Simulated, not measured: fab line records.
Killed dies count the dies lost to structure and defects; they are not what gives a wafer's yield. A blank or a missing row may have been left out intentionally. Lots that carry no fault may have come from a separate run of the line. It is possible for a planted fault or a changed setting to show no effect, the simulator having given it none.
Split-lot experiment ; flow n5-finfet ; 7 lots, 21 wafers read, on a route of 1938 steps

## ON THE SPLIT
At N5_BEOL_M3_COAT_05 (resist thk 30 nm), the setting spin-rpm was moved away from the recipe's 1500 rpm on 5 of the 21 wafers read, by -6.1% to +10.9%. The other wafers ran this setting at the recipe's value.

## FROM THE SPLIT TO THE READING: what the file shows between them, 4 steps
- N5_BEOL_M3_EXPOSE_08: exposes mask M3 (also split here: dose-mj)
- N5_BEOL_M3_PEB_09: peb time 60 s
- N5_BEOL_M3_DEVELOP_10: develop time 30 s
- N5_BEOL_M3_CD_MEAS_11: target cd 17.05 nm

## THE READING
CAR-EUV_of_BEOL_M3_COAT_05.thk-nm (the simulator's own value, which no gauge read), in nm, at N5_BEOL_M3_DESCUM_16 (chemistry O2, time 7 s). There is no usual value for it anywhere in the file. Average 26.1 nm, standard deviation 0.12 nm, over the 16 wafers here run with the recipe.

wafer;tool, chamber at the split;spin-rpm as run, rpm;against the recipe;CAR-EUV_of_BEOL_M3_COAT_05.thk-nm, nm;against lot-mates on the recipe
L076.1;litho-track-04, 0;1415;-5.7%;27;+0.8
L076.5;litho-track-04, 0;1415;-5.7%;27;+0.8
L076.6;litho-track-04, 0;1500;recipe;26.2;-
L080.1;litho-track-04, 0;1409;-6.1%;27.2;+1.0
L080.2;litho-track-04, 0;1409;-6.1%;27.2;+1.0
L080.6;litho-track-04, 0;1500;recipe;26.2;-
L086.3;litho-track-05, 0;1500;recipe;26;-
L086.4;litho-track-05, 0;1500;recipe;26;-
L086.5;litho-track-05, 0;1500;recipe;26.2;-
L093.1;litho-track-01, 0;1500;recipe;26;-
L093.4;litho-track-01, 0;1500;recipe;26;-
L093.5;litho-track-01, 0;1500;recipe;26.2;-
L091.1;litho-track-05, 0;1500;recipe;26.4;-
L091.3;litho-track-05, 0;1500;recipe;26.2;-
L091.5;litho-track-05, 0;1500;recipe;26.2;-
L097.2;litho-track-04, 0;1500;recipe;26;-
L097.6;litho-track-04, 0;1500;recipe;26;-
L097.5;litho-track-04, 0;1664;+10.9%;24.4;-1.6
L096.1;litho-track-05, 0;1500;recipe;26;-
L096.5;litho-track-05, 0;1500;recipe;26;-
L096.6;litho-track-05, 0;1500;recipe;26;-

FIT RESULTS
A straight line over all 21 wafers: CAR-EUV_of_BEOL_M3_COAT_05.thk-nm changes by -0.163 nm for each +1% of spin-rpm; r = -0.98; the points scatter about the line by 0.12 nm.
The same after taking each lot's own level away (the mean of its wafers on the recipe; 21 wafers): -0.15 nm for each +1%; r = -0.99; scatter 0.073 nm.
According to that fit, moving spin-rpm by its largest amount changes the reading by 1.6 nm.
Measured against the standard deviation above, the lots' own levels, which go from 26.00 to 26.27 nm, span 2.2 times it.
So the lot-to-lot level changes the slope little: the two slopes agree.
Check: with one of the wafers moved furthest among these (+10.9%) left out of the fit, the line predicts -1.68 nm for it against its lot-mates. It came out at -1.6 nm against them.

## THE OTHER SPLITS THESE WAFERS WENT THROUGH
Before the reading, these wafers also passed through other splits. Each is held against what the fit with the lots' levels taken away leaves over:
other split on the same wafers;wafers away from the commonest value;r with CAR-EUV_of_BEOL_M3_COAT_05.thk-nm (lot level and that fit taken away)
N5_BEOL_M0_SAQP_COAT_34 spin-rpm;9;+0.14
N5_BEOL_M1_COAT_05 spin-rpm;6;-0.11
N5_BEOL_M1_ETCH_64 source-w;3;-0.13
N5_BEOL_M2_ETCH_69 bias-w;5;-0.33
N5_BEOL_M3_EXPOSE_08 dose-mj;4;-0.14

## THE WHOLE CHAIN: every reading that the file lists as answering this split, in the file's order
step;what it does;reading;change (the file's fit);r (the file's)
N5_BEOL_M3_COAT_05;resist thk 30 nm;CAR-EUV_of_BEOL_M3_COAT_05.thk-nm (the simulator's own value, which no gauge read);-0.14 nm for each +1% of the setting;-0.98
N5_BEOL_M3_DESCUM_16;chemistry O2, time 7 s;CAR-EUV_of_BEOL_M3_COAT_05.thk-nm (the simulator's own value, which no gauge read);-0.149 nm for each +1% of the setting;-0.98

## FILE'S OWN FIT
CAR-EUV_of_BEOL_M3_COAT_05.thk-nm changes by -0.149 nm for each +1% of spin-rpm, r = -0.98.
